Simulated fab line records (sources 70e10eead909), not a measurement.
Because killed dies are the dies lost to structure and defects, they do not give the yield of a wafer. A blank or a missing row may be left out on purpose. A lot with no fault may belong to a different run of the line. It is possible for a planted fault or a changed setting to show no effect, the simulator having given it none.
Matching of chambers | flow nand_harc | rie_diel-03 running NHARC_P_GATE_STRIP_101: 4 sister chambers
The step strips in O2, time 20 s. 4 wafers are shown with their chamber, then 7 later ones without.

WAFERS, EACH WITH ITS CHAMBER
wafer  | chamber | drypump_motor_current_A (A)
L830.1 | 1       | 5.7
L830.5 | 0       | 6.5
L833.2 | 2       | 5.6
L833.3 | 3       | 5.8

WAFERS MISSING THEIR CHAMBER
wafer  | drypump_motor_current_A (A)
L833.4 | 6.4
L843.4 | 5.7
L843.5 | 6.5
L843.6 | 5.7
L844.2 | 6.4
L844.5 | 5.7
L844.6 | 6.5

THE CHAMBER EACH PASSED THROUGH
wafer  | from the rows above          | in truth
L833.4 | 0                            | 0
L843.4 | can't be placed: 1 or 3 or 2 | 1
L843.5 | 0                            | 0
L843.6 | can't be placed: 1 or 3 or 2 | 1
L844.2 | 0                            | 0
L844.5 | can't be placed: 1 or 3 or 2 | 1
L844.6 | 0                            | 0
Correct placement for 4 of the 7. Unplaceable from these rows: 3, with the true chamber sitting among the candidates in 3. Wrongly placed: 0.
How it was worked out, from the rows above alone: a wafer's distance from a chamber is the root of the sum, over the readings, of the square of ((its reading less the chamber's mean) divided by the reading's scatter). If the next closest chamber is less than 2 further off than the closest, the wafer can't be placed; otherwise it belongs to the closest. The mean given for a chamber averages the wafers shown for that chamber. The scatter: root of mean squared gap, hidden wafer to nearest shown wafer, with one shown wafer a chamber.
